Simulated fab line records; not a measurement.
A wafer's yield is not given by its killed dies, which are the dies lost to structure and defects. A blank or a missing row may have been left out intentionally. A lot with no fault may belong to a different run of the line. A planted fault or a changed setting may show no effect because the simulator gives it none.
Chamber matching | flow n5Finfet | N5_BEOL_M10_PECVD_70 on pecvd-01 has 3 sister chambers
The step deposits SiO2 from TEOS/O2, target thk 20 nm, time 22.7 s. 16 wafers are shown with their chamber, then 8 later ones without.

## WAFERS, EACH WITH ITS CHAMBER
wafer  | chamber | heaterPowerOuterW (W) | heaterPowerW (W) | throttleValvePct (%)
L076.1 | 2       | 643                   | 1075             | 22.5
L076.4 | 2       | 651                   | 1049             | 22.9
L076.5 | 0       | 380                   | 665              | 21.6
L077.1 | 0       | 372                   | 630              | 21.7
L077.4 | 0       | 376                   | 620              | 21.4
L077.6 | 2       | 573                   | 955              | 22.7
L081.1 | 2       | 631                   | 1014             | 23.0
L081.2 | 0       | 370                   | 647              | 21.8
L081.5 | 2       | 628                   | 1008             | 22.8
L084.2 | 0       | 368                   | 613              | 21.5
L084.3 | 1       | 509                   | 829              | 22.5
L084.4 | 1       | 504                   | 862              | 22.8
L089.1 | 2       | 537                   | 894              | 23.1
L089.5 | 2       | 545                   | 900              | 22.9
L089.6 | 1       | 461                   | 756              | 22.3
L090.3 | 1       | 494                   | 835              | 22.9

SIGNATURES (means of the wafers above)
reading           | chamber 0 | chamber 1 | chamber 2 | scatter within a chamber
heaterPowerOuterW | 373.20    | 492.00    | 601.14    | 34.4
heaterPowerW      | 635.00    | 820.50    | 985.00    | 54
throttleValvePct  | 21.600    | 22.625    | 22.843    | 0.208
Rule: for each reading, subtract the chamber's mean from the wafer's reading, divide by that reading's scatter and square the result; add these up over the readings and take the root, which gives the wafer's distance from the chamber. The wafer belongs to the nearest chamber; if the next one is less than 2 further off, it can't be placed. The scatter: the root of (the sum of the squares of (reading less its chamber's mean) over the shown wafers, divided by (wafers less chambers)).

## WAFERS WITHOUT THEIR CHAMBER
wafer  | heaterPowerOuterW (W) | heaterPowerW (W) | throttleValvePct (%)
L090.4 | 611                   | 1011             | 22.9
L090.6 | 467                   | 811              | 22.6
L094.2 | 330                   | 571              | 21.5
L094.4 | 491                   | 808              | 22.5
L094.5 | 642                   | 1062             | 22.9
L097.1 | 646                   | 1047             | 23.0
L097.5 | 430                   | 755              | 22.7
L097.6 | 364                   | 618              | 21.4

## EACH ONE'S CHAMBER
wafer  | from the rows above | in truth
L090.4 | 2                   | 2
L090.6 | 1                   | 1
L094.2 | 0                   | 0
L094.4 | 1                   | 1
L094.5 | 2                   | 2
L097.1 | 2                   | 2
L097.5 | 1                   | 1
L097.6 | 0                   | 0
8 of 8 placed correctly. Left unplaced by these rows: 0. Wrongly placed: 0.
